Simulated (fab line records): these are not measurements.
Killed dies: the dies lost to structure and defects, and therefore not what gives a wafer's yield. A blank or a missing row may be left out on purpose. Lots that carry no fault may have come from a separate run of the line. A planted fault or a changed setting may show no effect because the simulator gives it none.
Which tool did it?	flow nand-harc	23 lots, 69 wafers sampled, at 6 steps of a route of 1302

== WHAT THE GAUGES SHOWED, per wafer ==
No reading from a measuring or inspecting step in the record can be judged against a usual standard deviation.

== EACH LOT AND THE TOOL THAT RAN IT (in order: tool; ch and the chambers of the sampled wafers; start) ==
lot	NHARC_A_STAIRCASE_ETCH_194	NHARC_A_STAIRCASE_TRIM_198	NHARC_A_STAIRCASE_STRIP_274	NHARC_A_STAIRCASE_STRIP_316	NHARC_A_STAIRCASE_STRIP_476	NHARC_A_STAIRCASE_ALD_420
L074	rie-diel-01 ch 0,1,2, day 17 10:53 or earlier	rie-diel-13 ch 0,1, day 17 10:53 or earlier	rie-diel-01 ch 1,2, day 17 10:53 or earlier	rie-diel-06 ch 2,3, day 17 10:53 or earlier	rie-diel-13 ch 0,1,2, day 17 10:53	ald-hk-01 ch 0,3, day 17 13:51
L075	rie-diel-13 ch 0,2,3, day 17 20:02 or earlier	rie-diel-13 ch 0,2,3, day 17 20:02 or earlier	rie-diel-13 ch 1,3, day 17 20:02 or earlier	rie-diel-01 ch 0,3, day 17 20:02 or earlier	rie-diel-01 ch 0,1,3, day 17 20:02	ald-hk-02 ch 0,2,3, day 17 22:52
L076	rie-diel-13 ch 0,1,2, day 17 20:04 or earlier	rie-diel-13 ch 0,1,2, day 17 20:04 or earlier	rie-diel-06 ch 0,2,3, day 17 20:04 or earlier	rie-diel-06 ch 0,2,3, day 17 20:04 or earlier	rie-diel-06 ch 0,1, day 17 20:04	ald-hk-01 ch 0,2,3, day 17 22:50
L077	rie-diel-13 ch 1,3, day 18 06:26 or earlier	rie-diel-06 ch 0,1,2, day 18 06:26 or earlier	rie-diel-01 ch 0,3, day 18 06:26 or earlier	rie-diel-01 ch 1,2, day 18 06:26 or earlier	rie-diel-13 ch 1,3, day 18 06:26	ald-hk-02 ch 2,3, day 18 09:24
L078	rie-diel-01 ch 0,2,3, day 18 15:07 or earlier	rie-diel-13 ch 0,1,3, day 18 15:07 or earlier	rie-diel-13 ch 1,2,3, day 18 15:07 or earlier	rie-diel-06 ch 1,2,3, day 18 15:07 or earlier	rie-diel-01 ch 0,2,3, day 18 15:07	ald-hk-02 ch 1,2,3, day 18 21:04
L080	rie-diel-13 ch 1,3, day 19 12:40 or earlier	rie-diel-13 ch 1,2,3, day 19 12:40 or earlier	rie-diel-01 ch 0,1,2, day 19 12:40 or earlier	rie-diel-13 ch 1,2,3, day 19 12:40 or earlier	rie-diel-13 ch 0,1, day 19 12:40	ald-hk-04 ch 0,1,2, day 19 16:14
L079	rie-diel-06 ch 0,2,3, day 19 13:59 or earlier	rie-diel-06 ch 0,1,3, day 19 13:59 or earlier	rie-diel-06 ch 0,2,3, day 19 13:59 or earlier	rie-diel-06 ch 0,2,3, day 19 13:59 or earlier	rie-diel-06 ch 0,2,3, day 19 13:59	ald-hk-01 ch 0,2,3, day 19 15:37
L081	rie-diel-01 ch 0,1, day 20 08:56 or earlier	rie-diel-13 ch 0,1,3, day 20 08:56 or earlier	rie-diel-06 ch 2,3, day 20 08:56 or earlier	rie-diel-13 ch 1,2, day 20 08:56 or earlier	rie-diel-01 ch 1,2, day 20 08:56	ald-hk-02 ch 0,1,2, day 20 12:04
L083	rie-diel-01 ch 1,3, day 21 05:07 or earlier	rie-diel-01 ch 1,3, day 21 05:07 or earlier	rie-diel-06 ch 1,2,3, day 21 05:07 or earlier	rie-diel-01 ch 0,2, day 21 05:07 or earlier	rie-diel-01 ch 0,3, day 21 05:07	ald-hk-04 ch 1,2, day 21 08:43
L082	rie-diel-06 ch 0,2,3, day 21 08:55 or earlier	rie-diel-06 ch 0,2, day 21 08:55 or earlier	rie-diel-13 ch 0,3, day 21 08:55 or earlier	rie-diel-01 ch 0,2, day 21 08:55 or earlier	rie-diel-01 ch 0,2, day 21 08:55	ald-hk-01 ch 0,2,3, day 21 11:44
L084	rie-diel-13 ch 0,3, day 21 17:42 or earlier	rie-diel-13 ch 0,1,3, day 21 17:42 or earlier	rie-diel-13 ch 0,3, day 21 17:42 or earlier	rie-diel-06 ch 2,3, day 21 17:42 or earlier	rie-diel-13 ch 1,2, day 21 17:42	ald-hk-01 ch 1,2,3, day 21 21:10
L086	rie-diel-06 ch 0,1,2, day 21 21:51 or earlier	rie-diel-13 ch 0,3, day 21 21:51 or earlier	rie-diel-01 ch 2,3, day 21 21:51 or earlier	rie-diel-01 ch 0,3, day 21 21:51 or earlier	rie-diel-13 ch 0,1, day 21 21:51	ald-hk-04 ch 1,2, day 22 00:57
L085	rie-diel-01 ch 0,2, day 22 04:23 or earlier	rie-diel-01 ch 0,2,3, day 22 04:23 or earlier	rie-diel-13 ch 1,2,3, day 22 04:23 or earlier	rie-diel-13 ch 0,1,3, day 22 04:23 or earlier	rie-diel-13 ch 0,2, day 22 04:23	ald-hk-02 ch 0,1, day 22 07:21
L087	rie-diel-01 ch 0,2, day 22 06:23 or earlier	rie-diel-01 ch 0,2, day 22 06:23 or earlier	rie-diel-13 ch 0,3, day 22 06:23 or earlier	rie-diel-06 ch 0,1,2, day 22 06:23 or earlier	rie-diel-01 ch 0,1,3, day 22 06:23	ald-hk-01 ch 0,2,3, day 22 09:42
L088	rie-diel-06 ch 2,3, day 22 15:04 or earlier	rie-diel-13 ch 0,3, day 22 15:04 or earlier	rie-diel-01 ch 1,2,3, day 22 15:04	rie-diel-01 ch 0,1,2, day 23 06:31 or earlier	rie-diel-13 ch 1,3, day 23 06:31	ald-hk-04 ch 1,2,3, day 23 12:16
L089	rie-diel-13 ch 0,2,3, day 23 07:28 or earlier	rie-diel-06 ch 0,2,3, day 23 07:28 or earlier	rie-diel-01 ch 1,2,3, day 23 07:28 or earlier	rie-diel-01 ch 2,3, day 23 07:28 or earlier	rie-diel-13 ch 1,3, day 23 07:28	ald-hk-02 ch 0,1,2, day 23 12:25
L090	rie-diel-06 ch 0,2, day 23 19:04 or earlier	rie-diel-06 ch 2,3, day 23 19:04 or earlier	rie-diel-06 ch 1,2,3, day 23 19:04 or earlier	rie-diel-06 ch 0,2,3, day 23 19:04 or earlier	rie-diel-13 ch 1,3, day 23 19:04	ald-hk-02 ch 0,2,3, day 23 22:02
L093	rie-diel-13 ch 2,3, day 24 16:48 or earlier	rie-diel-13 ch 2,3, day 24 16:48 or earlier	rie-diel-06 ch 1,2, day 24 16:48 or earlier	rie-diel-13 ch 0,1,3, day 24 16:48 or earlier	rie-diel-13 ch 1,2, day 24 16:48	ald-hk-04 ch 0,2,3, day 24 19:20
L091	rie-diel-06 ch 0,2, day 24 16:04 or earlier	rie-diel-01 ch 0,1, day 24 16:04 or earlier	rie-diel-13 ch 1,2,3, day 24 16:04 or earlier	rie-diel-06 ch 0,2, day 24 16:04 or earlier	rie-diel-01 ch 1,3, day 24 16:04	ald-hk-01 ch 0,2, day 24 18:52
L094	rie-diel-13 ch 0,2, day 25 07:28 or earlier	rie-diel-13 ch 1,2, day 25 07:28 or earlier	rie-diel-13 ch 0,1,2, day 25 07:28 or earlier	rie-diel-06 ch 1,2,3, day 25 07:28 or earlier	rie-diel-06 ch 0,2, day 25 07:28	ald-hk-02 ch 0,1,3, day 25 11:04
L096	rie-diel-01 ch 1,2,3, day 26 01:18 or earlier	rie-diel-06 ch 0,1,2, day 26 01:18 or earlier	rie-diel-06 ch 0,2,3, day 26 01:18 or earlier	rie-diel-06 ch 0,2,3, day 26 01:18 or earlier	rie-diel-06 ch 0,1,2, day 26 01:18	ald-hk-02 ch 0,1,2, day 26 05:04
L095	rie-diel-13 ch 1,2, day 26 05:19 or earlier	rie-diel-13 ch 1,2,3, day 26 05:19 or earlier	rie-diel-06 ch 0,3, day 26 05:19 or earlier	rie-diel-01 ch 0,2,3, day 26 05:19 or earlier	rie-diel-13 ch 0,1,3, day 26 05:19	ald-hk-01 ch 0,3, day 26 08:08
L097	rie-diel-01 ch 0,1, day 26 15:15 or earlier	rie-diel-13 ch 0,1,3, day 26 15:15 or earlier	rie-diel-01 ch 0,2, day 26 15:15 or earlier	rie-diel-01 ch 1,2, day 26 15:15 or earlier	rie-diel-13 ch 0,1,3, day 26 15:15	ald-hk-01 ch 0,1,2, day 26 19:26
- NHARC_A_STAIRCASE_ETCH_194: etches the open film in C4F8/O2, target depth 100 nm, time 40.5 s.
- NHARC_A_STAIRCASE_TRIM_198: chemistry O2, time 211.2 s.
- NHARC_A_STAIRCASE_STRIP_274: strips in O2.
- NHARC_A_STAIRCASE_STRIP_316: strips in O2.
- NHARC_A_STAIRCASE_STRIP_476: strips in O2, time 20 s.
- NHARC_A_STAIRCASE_ALD_420: deposits SiO2, target thk 20 nm, pulse time 6 s, ald cycles 200.

== AS READ BY THE TOOLS THEMSELVES (means over the sampled wafers that have a number; for cases with no such wafer, the mark the record gives instead) ==
NHARC_A_STAIRCASE_ETCH_194.
lot	tool	oes-product-au (a.u.)	rf-vpp-V (V)
L074	rie-diel-01	0.949	899
L075	rie-diel-13	0.934	898
L076	rie-diel-13	0.940	900
L077	rie-diel-13	0.952	899
L078	rie-diel-01	0.943	901
L080	rie-diel-13	0.953	902
L079	rie-diel-06	0.928	894
L081	rie-diel-01	0.936	901
L083	rie-diel-01	0.934	900
L082	rie-diel-06	0.940	894
L084	rie-diel-13	0.953	898
L086	rie-diel-06	0.948	891
L085	rie-diel-01	0.943	901
L087	rie-diel-01	0.943	901
L088	rie-diel-06	0.928	895
L089	rie-diel-13	0.944	897
L090	rie-diel-06	0.941	894
L093	rie-diel-13	0.959	896
L091	rie-diel-06	0.941	892
L094	rie-diel-13	0.943	896
L096	rie-diel-01	0.935	897
L095	rie-diel-13	0.955	898
L097	rie-diel-01	0.940	902

NHARC_A_STAIRCASE_TRIM_198.
lot	tool	drypump-motor-current-A (A)	oes-product-au (a.u.)	rf-vpp-V (V)	showerhead-plenum-p-Torr (Torr)	throttle-valve-pct (%)
L074	rie-diel-13	5.5	0.999	56.8	3.66	17.037
L075	rie-diel-13	5.6	1.005	57.6	3.58	17.037
L076	rie-diel-13	5.6	0.995	58.2	3.64	17.044
L077	rie-diel-06	5.7	0.994	57.6	3.41	17.035
L078	rie-diel-13	5.7	0.999	58.6	3.64	17.040
L080	rie-diel-13	5.8	1.019	57.9	3.62	17.032
L079	rie-diel-06	5.4	1.004	57.9	3.40	17.041
L081	rie-diel-13	5.7	1.003	58.4	3.63	17.034
L083	rie-diel-01	6.0	0.989	58.4	3.61	17.041
L082	rie-diel-06	6.0	0.990	57.7	3.49	17.031
L084	rie-diel-13	5.7	0.992	57.2	3.62	17.042
L086	rie-diel-13	5.7	1.004	57.7	3.56	17.033
L085	rie-diel-01	5.7	0.998	56.7	3.66	17.033
L087	rie-diel-01	5.5	1.000	57.7	3.57	17.027
L088	rie-diel-13	5.7	1.008	58.4	3.55	17.040
L089	rie-diel-06	5.6	0.999	57.0	3.47	17.033
L090	rie-diel-06	6.0	0.993	57.2	3.52	17.028
L093	rie-diel-13	5.7	1.011	57.7	3.53	17.043
L091	rie-diel-01	5.8	0.997	57.7	3.61	17.028
L094	rie-diel-13	5.7	1.005	57.9	3.59	17.031
L096	rie-diel-06	5.7	1.002	58.2	3.56	17.044
L095	rie-diel-13	5.8	1.007	58.2	3.59	17.030
L097	rie-diel-13	5.7	1.005	58.4	3.60	17.036

NHARC_A_STAIRCASE_STRIP_274.
lot	tool	drypump-motor-current-A (A)	oes-product-au (a.u.)	rf-vpp-V (V)	showerhead-plenum-p-Torr (Torr)	throttle-valve-pct (%)
L074	rie-diel-01	5.8	0.991	57.5	3.55	17.027
L075	rie-diel-13	5.9	1.010	57.5	3.63	17.037
L076	rie-diel-06	5.6	0.996	58.4	3.49	17.037
L077	rie-diel-01	5.9	0.996	58.4	3.75	17.037
L078	rie-diel-13	5.8	1.008	58.6	3.62	17.030
L080	rie-diel-01	5.6	0.993	57.8	3.61	17.039
L079	rie-diel-06	5.6	0.993	56.6	3.48	17.039
L081	rie-diel-06	5.6	0.988	57.9	3.52	17.029
L083	rie-diel-06	5.7	0.993	57.7	3.44	17.028
L082	rie-diel-13	5.7	1.006	58.7	3.56	17.031
L084	rie-diel-13	5.5	1.001	57.1	3.57	17.034
L086	rie-diel-01	5.7	0.990	58.7	3.56	17.053
L085	rie-diel-13	5.8	1.001	58.1	3.60	17.035
L087	rie-diel-13	5.5	0.999	58.0	3.57	17.045
L088	rie-diel-01	5.9	0.992	56.8	3.58	17.039
L089	rie-diel-01	5.9	0.994	58.5	3.58	17.029
L090	rie-diel-06	5.7	0.998	58.4	3.61	17.037
L093	rie-diel-06	6.1	0.994	58.2	3.61	17.027
L091	rie-diel-13	5.8	1.005	57.3	3.59	17.036
L094	rie-diel-13	5.6	1.002	57.4	3.60	17.038
L096	rie-diel-06	5.6	0.998	57.6	3.46	17.045
L095	rie-diel-06	5.3	1.007	57.0	3.45	17.041
L097	rie-diel-01	5.5	0.990	57.5	3.54	17.035

NHARC_A_STAIRCASE_STRIP_316.
lot	tool	drypump-motor-current-A (A)	oes-product-au (a.u.)	rf-vpp-V (V)	showerhead-plenum-p-Torr (Torr)	throttle-valve-pct (%)
L074	rie-diel-06	5.6	0.989	57.3	3.53	17.033
L075	rie-diel-01	5.6	0.993	58.8	3.76	17.042
L076	rie-diel-06	5.6	1.002	57.8	3.49	17.035
L077	rie-diel-01	5.8	0.994	57.9	3.54	17.041
L078	rie-diel-06	5.7	0.996	57.3	3.45	17.031
L080	rie-diel-13	5.8	1.008	58.4	3.61	17.037
L079	rie-diel-06	5.6	0.993	57.0	3.48	17.044
L081	rie-diel-13	5.7	1.003	57.9	3.60	17.029
L083	rie-diel-01	5.4	1.002	58.7	3.67	17.026
L082	rie-diel-01	5.5	0.993	58.7	3.57	17.025
L084	rie-diel-06	5.6	0.996	58.1	3.51	17.044
L086	rie-diel-01	5.9	0.992	58.9	3.73	17.039
L085	rie-diel-13	5.7	1.001	57.6	3.62	17.035
L087	rie-diel-06	5.7	0.994	58.6	3.57	17.042
L088	rie-diel-01	5.6	1.003	58.1	3.59	17.041
L089	rie-diel-01	5.7	0.997	57.8	3.55	17.029
L090	rie-diel-06	5.6	0.997	57.2	3.46	17.040
L093	rie-diel-13	5.7	0.999	58.0	3.60	17.037
L091	rie-diel-06	5.9	0.998	57.9	3.47	17.044
L094	rie-diel-06	5.7	0.993	57.7	3.60	17.046
L096	rie-diel-06	5.6	1.003	58.1	3.46	17.040
L095	rie-diel-01	5.7	0.996	57.7	3.63	17.031
L097	rie-diel-01	5.7	0.985	58.0	3.47	17.031

NHARC_A_STAIRCASE_STRIP_476.
lot	tool	drypump-motor-current-A (A)	oes-product-au (a.u.)	rf-vpp-V (V)	showerhead-plenum-p-Torr (Torr)	throttle-valve-pct (%)
L074	rie-diel-13	5.6	0.998	57.6	3.63	17.040
L075	rie-diel-01	5.8	0.997	58.1	3.69	17.041
L076	rie-diel-06	5.5	0.990	57.6	3.32	17.037
L077	rie-diel-13	5.9	1.005	57.8	3.62	17.037
L078	rie-diel-01	5.7	0.993	58.2	3.67	17.032
L080	rie-diel-13	5.7	0.998	57.8	3.68	17.031
L079	rie-diel-06	5.6	0.999	57.9	3.48	17.033
L081	rie-diel-01	5.8	0.982	58.3	3.53	17.037
L083	rie-diel-01	5.9	1.001	57.9	3.74	17.029
L082	rie-diel-01	5.4	0.996	57.3	3.67	17.033
L084	rie-diel-13	5.8	1.007	57.8	3.66	17.035
L086	rie-diel-13	5.7	0.992	59.3	3.67	17.027
L085	rie-diel-13	5.5	1.003	58.1	3.55	17.039
L087	rie-diel-01	5.8	0.997	57.6	3.67	17.055
L088	rie-diel-13	5.9	1.012	56.9	3.60	17.040
L089	rie-diel-13	5.9	1.017	57.0	3.60	17.038
L090	rie-diel-13	5.9	0.997	57.8	3.65	17.038
L093	rie-diel-13	5.7	1.001	57.9	3.59	17.044
L091	rie-diel-01	6.0	0.985	57.9	3.60	17.040
L094	rie-diel-06	5.9	1.001	57.5	3.47	17.034
L096	rie-diel-06	5.7	0.996	57.1	3.55	17.034
L095	rie-diel-13	5.7	1.001	57.4	3.60	17.035
L097	rie-diel-13	5.7	1.010	56.6	3.60	17.041

NHARC_A_STAIRCASE_ALD_420.
lot	tool	heater-power-w (W)	precursor-pulse-height-rel
L074	ald-hk-01	483	0.995
L075	ald-hk-02	464	1.001
L076	ald-hk-01	506	0.985
L077	ald-hk-02	449	1.008
L078	ald-hk-02	467	0.987
L080	ald-hk-04	493	0.973
L079	ald-hk-01	500	1.004
L081	ald-hk-02	499	0.998
L083	ald-hk-04	462	0.988
L082	ald-hk-01	511	0.993
L084	ald-hk-01	502	0.996
L086	ald-hk-04	497	1.002
L085	ald-hk-02	509	1.007
L087	ald-hk-01	505	0.991
L088	ald-hk-04	490	1.011
L089	ald-hk-02	499	0.995
L090	ald-hk-02	469	1.010
L093	ald-hk-04	516	1.017
L091	ald-hk-01	483	1.007
L094	ald-hk-02	476	1.010
L096	ald-hk-02	487	0.992
L095	ald-hk-01	505	1.002
L097	ald-hk-01	477	0.987

== THE ANSWER, worked out from the rows above alone ==
Rule: usual is defined by the lots themselves. Put in order of their means at a reading, lots are off if they are a third of the lots or fewer, leave a main group of 4 or more, and stand apart from it by a gap of 3 or more times the standard deviation of the main group's means; of several such gaps the widest counts. A main group is skipped when, at the precision printed for the reading in the tables above, its means are all equal. A lot without any number at a reading at which 4 lots or more have one is off too. Where the step has rows for the other lots, those lots are counted as sound. Order of review: gauges by route order, followed by the tools' own readings, for which a lot's mean as printed above is used. The first step at which some lot is off is used, and at that step the reading that is off furthest; a lot without a number counts as furthest.
Across all readings shown, no lot is off: no conclusion can be drawn from this.

== WHAT THE SIMULATOR HAD PUT IN ==
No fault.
